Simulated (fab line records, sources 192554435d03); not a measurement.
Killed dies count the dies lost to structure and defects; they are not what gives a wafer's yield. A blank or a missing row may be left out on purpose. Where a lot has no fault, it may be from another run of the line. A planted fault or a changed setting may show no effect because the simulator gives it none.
Chamber matching    flow n5_finfet    pecvd-01 running N5_BEOL_M11_ILD_DEP_00: 3 sister chambers
The step deposits SiCOH lowk from DEMS/porogen, target thk 308.51 nm, time 58 s. 3 wafers are shown with their chamber, then 8 later ones without.

WAFERS, EACH WITH ITS CHAMBER
wafer   chamber  heater_power_w (W)
L089.4  1        218
L089.5  2        323
L095.4  0        402

WAFERS MISSING THEIR CHAMBER
wafer   heater_power_w (W)
L095.5  347
L095.6  231
L094.2  406
L094.3  224
L094.5  231
L096.2  231
L096.3  446
L096.6  328

WHICH CHAMBER EACH WENT THROUGH
wafer   from the rows above      in truth
L095.5  can't be placed: 2 or 0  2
L095.6  1                        1
L094.2  0                        0
L094.3  1                        1
L094.5  1                        1
L096.2  1                        1
L096.3  0                        0
L096.6  2                        2
Correctly placed: 7 of 8. From these rows, 1 cannot be placed; in 1 the true chamber is one of the candidates. Number placed wrongly: 0.
How it was worked out, from the rows above alone: a wafer's distance from a chamber is the root of the sum, over the readings, of the square of ((its reading less the chamber's mean) divided by the reading's scatter). The wafer belongs to the nearest chamber; if the next one is less than 2 further off, it can't be placed. For every chamber, the mean is computed from those of its wafers that are shown. The scatter: with one shown wafer a chamber, the root of the mean of the squares of how far each hidden wafer lies from its nearest shown one.
